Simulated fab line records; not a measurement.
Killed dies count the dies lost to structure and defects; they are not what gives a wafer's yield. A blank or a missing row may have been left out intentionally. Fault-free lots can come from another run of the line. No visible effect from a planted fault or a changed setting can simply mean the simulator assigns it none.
Problem report in the 8D (eight disciplines) form, filled by code :: flow n5-finfet :: the parts of the form that need people (team, actions taken, sign-off) are left out

== 1. THE PROBLEM ==
A mean of 116 is read at N5_PASSIVATION_PROBE_49 for killed_at_M4_up, taken on 1 wafer of 1 lot, against 14 (standard deviation 5.2) on wafers free of any fault. Relative to the usual mean, that is a shift of +20 standard deviations.
First seen on wafer L352.6, day 18 14:40, on prober-02. At this step, 21 wafers from 7 lots have a number in the record. Rule for "out" (also "out of limits"): further than 4 standard deviations from the usual mean. Any other wafer with a number is counted as sound.

== 2. WHAT IT IS, AND WHAT IT ISN'T ==
question: which readings at this step
is: killed_at_M4_up, defect-limited-yield, killed-dies, sort_bin_5_function, sort-n-pass, sort-yield-pct
is not: killed_at_M0_to_M3, killed-at-contacts, killed-at-front-end, killed-at-other, killed-open, killed-short, sort_bin_6_memory

question: which lots
is: L352
is not: L338, L341, L342, L343, L344, L348

question: which wafers of those lots
is: L352.6
is not: L352.2, L352.4

question: read on which tools
is: prober-02
is not: prober-01

question: when
is: from day 18 14:40
is not: up to then (20 sound wafers)

== 3. WHAT RULES OUT EACH SUSPECT ==
Counting: a tool at a process step up to the reading stays a suspect if it ran every lot that is out. Sound lots after the first of them don't rule it out here, since some wafers of a struck lot are sound.
- rie-diel-04 at N5_BEOL_M4_ETCH_69 (etches SiARC in CF4, target depth 15.6 nm, time 26 s): kept. The lot that is out, L352, ran on it at day 12 05:55; the last sound lot it ran before that was L342, at day 10 17:02.
- pvd-sputter-03 at N5_PASSIVATION_PRE_CLEAN_19: kept. The lot that is out, L352, ran on it at day 18 08:02; the last sound lot it ran before that was L348, at day 17 08:25.
- prober-02 at N5_PASSIVATION_PROBE_49: kept. The lot that is out, L352, ran on it at day 18 14:28; the last sound lot it ran before that was L341, at day 17 07:12. Its own readings are out on those wafers: defect-limited-yield, killed_at_M4_up, killed-dies, sort_bin_5_function, sort-n-pass, sort-yield-pct.
- Within rie-diel-04 at N5_BEOL_M4_ETCH_69, the wafers that are out were processed in chamber 2 and their sound lot-mates in chamber 3.
rie-diel-04 at N5_BEOL_M4_ETCH_69, pvd-sputter-03 at N5_PASSIVATION_PRE_CLEAN_19 and prober-02 at N5_PASSIVATION_PROBE_49 are what is left after counting.

== 4. THE CAUSE (what the simulator had put in) ==
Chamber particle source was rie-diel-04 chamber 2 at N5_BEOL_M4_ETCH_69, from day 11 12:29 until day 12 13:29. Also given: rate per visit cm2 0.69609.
After counting, 3 suspects remain, this tool included.

== 5. THE EFFECT CHAIN, in route order ==
Rows list readings where the struck wafers' mean (over those with a number) sits beyond 3 standard deviations from the usual. Only readings for which the record gives a usual standard deviation are gone through. hours: the time from each lot's start at the first step in this table that gives one to its start at this step, as a median over the lots. sigmas: the change in usual standard deviations.
hours: 0
step: N5_PASSIVATION_PROBE_49
reading: defect-limited-yield
usual: 91.4 %
on struck wafers: 82.3
change: -9.1
sigmas: -6.5

hours: 0
step: N5_PASSIVATION_PROBE_49
reading: killed_at_M4_up
usual: 14
on struck wafers: 116
change: +102
sigmas: +20

hours: 0
step: N5_PASSIVATION_PROBE_49
reading: killed-dies
usual: 102
on struck wafers: 209
change: +107
sigmas: +6.3

hours: 0
step: N5_PASSIVATION_PROBE_49
reading: killed-on-rim
usual: 14
on struck wafers: 26
change: +12
sigmas: +3.1

hours: 0
step: N5_PASSIVATION_PROBE_49
reading: sort_bin_5_function
usual: 5.1 %
on struck wafers: 12.2
change: +7.1
sigmas: +7.1

hours: 0
step: N5_PASSIVATION_PROBE_49
reading: sort-n-pass
usual: 1076
on struck wafers: 971
change: -105
sigmas: -5.5

hours: 0
step: N5_PASSIVATION_PROBE_49
reading: sort-yield-pct
usual: 91.2 %
on struck wafers: 82.3
change: -8.9
sigmas: -5.6
Process steps it contains:
- N5_PASSIVATION_PROBE_49

== 6. HOW IT WOULD HAVE BEEN CAUGHT EARLIER ==
In this record the first reading out of limits was taken at day 18 14:40, 170 hours after the fault began at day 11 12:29.
No tool reading at N5_BEOL_M4_ETCH_69 that has a usual standard deviation in the record was out on any struck wafer, so an alarm limit of 4 standard deviations on those readings would not have fired.
By day 18 14:40 the whole set of lots that are out, 1 in number, had already begun N5_BEOL_M4_ETCH_69 on rie-diel-04. Tool hold at that time: it would have spared none of them.
